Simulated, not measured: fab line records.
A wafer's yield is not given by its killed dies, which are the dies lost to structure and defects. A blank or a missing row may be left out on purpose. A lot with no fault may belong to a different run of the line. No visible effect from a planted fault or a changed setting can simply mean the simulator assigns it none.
Which tool did it? + flow nand harc + 6 lots with 18 wafers sampled at 2 steps, on a route of 1302 steps

## WHAT THE GAUGES SHOWED, per wafer
NHARC_A_ONON_D2_THK_MEAS_14: measures by ellipsometry.
| lot  | measured     | on            | thk nm (nm)    |
|------|--------------|---------------|----------------|
| L504 | day 14 13:13 | film metro-01 | 995 998 996    |
| L505 | day 14 20:55 | film metro-01 | 995 997 995    |
| L512 | day 17 10:59 | film metro-02 | 566 567 567    |
| L517 | day 19 19:17 | film metro-01 | 1006 1005 1004 |
| L520 | day 21 09:26 | film metro-02 | 1003 1000 1001 |
| L523 | day 21 22:40 | film metro-02 | 984 982 980    |

## WHICH TOOL RAN EACH LOT (tool, then ch and the chambers of the sampled wafers, then the start)
| lot  | NHARC_A_ONON_D2_DEP_12           |
|------|----------------------------------|
| L504 | pecvd onon-02 ch 0, day 14 12:43 |
| L505 | pecvd onon-01 ch 0, day 14 20:23 |
| L512 | pecvd onon-01 ch 0, day 17 10:31 |
| L517 | pecvd onon-03 ch 0, day 19 18:50 |
| L520 | pecvd onon-02 ch 0, day 21 08:55 |
| L523 | pecvd onon-01 ch 0, day 21 22:10 |
- NHARC_A_ONON_D2_DEP_12: target thk 1000 nm.

## THE ANSWER, worked out from the rows above alone
Rule: what is usual is taken from the lots themselves. Put in order of their means at a reading, lots are off if they are a third of the lots or fewer, leave a main group of 4 or more, and stand apart from it by a gap of 3 or more times the standard deviation of the main group's means; of several such gaps the widest counts. A main group whose means are all the same, to the digits that the tables above print for the reading, isn't used. Also off: a lot with no number at a reading for which 4 or more lots have one. Any other lot the step has rows for is counted as sound.
Off at NHARC_A_ONON_D2_THK_MEAS_14 (thk nm): L512. Main group: mean 996 nm, sd 7.8.
A tool fits if, at a process step before that reading, it ran every lot that is off, and no sound lot after the first of them. Those tools and the gauges at NHARC_A_ONON_D2_THK_MEAS_14 are tried in the same way. No candidate that was tried fits.

## WHAT WAS PUT IN BY THE SIMULATOR
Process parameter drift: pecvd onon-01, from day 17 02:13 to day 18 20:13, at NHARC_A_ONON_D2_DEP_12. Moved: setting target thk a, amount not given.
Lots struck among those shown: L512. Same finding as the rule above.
